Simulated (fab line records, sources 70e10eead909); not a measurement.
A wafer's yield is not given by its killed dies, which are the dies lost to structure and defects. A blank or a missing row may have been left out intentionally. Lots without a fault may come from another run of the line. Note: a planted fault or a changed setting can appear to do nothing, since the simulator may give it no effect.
A lot that was struck, set against a sound lot ; flow nand harc ; 15 steps out of a route of 1302
Sound: these wafers, L405.3, L405.4, L405.6. The struck wafers were L398.2, L398.4, L398.6. At the end, the cause is stated.
Per side, at each step with rows, come the tool, then ch with its chambers, and then its first start. Under that, the readings that differ: sound wafers ; struck wafers ; difference of the means ; sigmas: that difference in standard deviations of wafers without a fault.
alike: same words and numbers on both sides, and readings whose means sit less than 2 such deviations apart. not compared: any withheld reading, any reading some wafer has no value for, any bound like >300 that may hide the same value, and any number with overlapping values for which the record gives no deviation.
The two part at a step that has a row with sigmas, a row that says differs or no value, or rows on one side only. Numbers that don't overlap but have no deviation are shown without sigmas and don't part them. A reading that every wafer of one side lacks parts them only if that side has two wafers or more.

NHARC_A_CONTACT_ETCH_132: etches the open film in C4F8/O2/Ar, time 197 s, target depth 1924 nm.
  sound on har cap etch-03 ch 0,1, day 29 03:04; struck on har cap etch-03 ch 0,1, day 26 09:14
  alike: oes air line au
  not compared: rf hours counter h
NHARC_A_CONTACT_ETCH_133: etches the open film in C4F8/O2/Ar, time 374 s, target depth 1610 nm.
  sound on har cap etch-03 ch 0,1, day 29 03:19; struck on har cap etch-03 ch 0,1, day 26 09:25
  alike: oes air line au
  not compared: rf hours counter h
then, 2 steps without rows for these wafers: NHARC_A_CONTACT_ETCH_91 (etches the open film in CH3F/O2, target depth 40 nm, time 85.7 s); NHARC_A_CONTACT_ETCH_97 (etches the open film in C4F6/O2, target depth 20 nm, time 10 s).
NHARC_A_CONTACT_CD_MEAS_80:
  struck on cd sem-02, day 26 10:25; sound on cd sem-02, day 29 04:12
reading;sound;struck;difference;sigmas
cd nm (nm);289.3 289.1 288.9;291.6 290.1 290.2;+1.5;+2
then, 3 steps without rows for these wafers: NHARC_A_CONTACT_STRIP_103 (strips in N2/H2); NHARC_A_CONTACT_STRIP_104 (strips in CF4/CHF3); NHARC_A_CONTACT_STRIP_105 (strips in O2/COS).
NHARC_A_CONTACT_ETCH_106: etches the open film in CF4/O2, target depth 90 nm, overetch 9 nm, time 49.5 s.
  sound on rie diel-11 ch 1,2, day 29 04:29; struck on rie diel-09 ch 1,2,3, day 26 10:43
  alike: cf4 flow sccm, drypump motor current A, oes_o_777_au, oes product au, rf vpp V, showerhead plenum p Torr, throttle valve pct
  not compared: rf hours counter h
NHARC_A_CONTACT_STRIP_82: strips in O2.
  sound on rie diel-11 ch 1,2; struck on rie diel-09 ch 1,2,3
  alike: drypump motor current A, oes product au, rf vpp V, showerhead plenum p Torr, throttle valve pct
  not compared: rf hours counter h
then, 1 step without rows for these wafers: NHARC_A_CONTACT_STRIP_83 (strips in post etch residue remover, time 600 s).
NHARC_A_CONTACT_DEP_84: deposits aC, target thk 2800 nm.
  sound on acl dep-03 ch 0, day 29 08:14; struck on acl dep-01 ch 0, day 26 11:44
  alike: throttle valve pct
  not compared: susceptor temp C
NHARC_A_CONTACT_DEP_85: deposits SiON, target thk 60 nm.
  sound on pecvd-03 ch 1,2, day 29 09:25; struck on pecvd-01 ch 0,2, day 26 13:14
  no value came back on the struck wafers for chamber pressure Torr (Torr), heater power outer w (W), heater power w (W), susceptor temp C (C); on the sound wafers chamber pressure Torr (Torr) reads 3.489 3.511 3.492
then, 1 step without rows for these wafers: NHARC_A_CONTACT_DEHYDRATE_00 (time 120 s).
-- the record jumps here: 2 days lie between the struck wafers' starts before and after (it left off in module A_CONTACT and takes up again in module END, whose first step shown is number 1302 of the route) --
NHARC_END_SORT_01:
  sound on prober-02 ch 0, day 31 17:44; struck on prober-02 ch 0, day 28 20:19
reading;sound;struck;difference;sigmas
killed at array;33 32 26;672 676 675;+644;+38
killed dies;35 33 28;677 677 677;+645;+36
  alike: killed at other, killed at periphery, killed open, killed short

== WHERE THEY PART ==
Earliest at NHARC_A_CONTACT_CD_MEAS_80; latest, in this record, at NHARC_END_SORT_01.

WHY: the cause the simulator had injected
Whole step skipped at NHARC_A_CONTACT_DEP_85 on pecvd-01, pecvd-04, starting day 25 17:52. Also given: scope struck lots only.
